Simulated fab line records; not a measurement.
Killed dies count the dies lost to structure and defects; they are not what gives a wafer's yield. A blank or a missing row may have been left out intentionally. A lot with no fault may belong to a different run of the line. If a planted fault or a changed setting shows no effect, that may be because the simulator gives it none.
Matching of chambers ; flow nand-harc ; NHARC_A_WL_FILL_ETCHBACK_26 on rie-si-06 has 4 sister chambers
The step etches the open film in HBr, target depth 52 nm, time 13.3 s. 8 wafers are shown with their chamber, then 7 later ones without.

## WAFERS WITH THEIR CHAMBER
wafer;chamber;drypump-motor-current-A (A);oes-product-au (a.u.)
L075.5;2;5.9;1.004
L082.4;1;5.3;1.010
L082.6;0;6.2;1.002
L090.2;0;6.3;1.006
L090.5;2;6.0;1.000
L090.6;3;5.9;1.008
L091.1;1;5.3;1.000
L091.3;3;5.8;1.007

## WAFERS MISSING THEIR CHAMBER
wafer;drypump-motor-current-A (A);oes-product-au (a.u.)
L091.5;6.0;1.004
L097.3;5.9;1.006
L097.4;5.9;1.003
L097.6;5.9;1.002
L096.2;5.4;0.998
L096.3;5.9;1.001
L096.6;6.2;1.004

## WHICH CHAMBER EACH WENT THROUGH
wafer;from the rows above;in truth
L091.5;can't be placed: 2 or 3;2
L097.3;can't be placed: 3 or 2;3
L097.4;can't be placed: 2 or 3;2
L097.6;can't be placed: 2 or 3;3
L096.2;1;1
L096.3;can't be placed: 2 or 3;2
L096.6;0;0
2 of 7 placed correctly. Can't be placed from these rows: 5 (the true chamber is among the candidates in 5). Placed wrongly: 0.
How it was worked out, from the rows above alone: a wafer's distance from a chamber is the root of the sum, over the readings, of the square of ((its reading less the chamber's mean) divided by the reading's scatter). If the next closest chamber is less than 2 further off than the closest, the wafer can't be placed; otherwise it belongs to the closest. For every chamber, the mean is computed from those of its wafers that are shown. How the scatter is found: for the shown wafers, subtract from each reading the mean of its chamber, square and add these, divide the total by (wafers less chambers), then take the root.
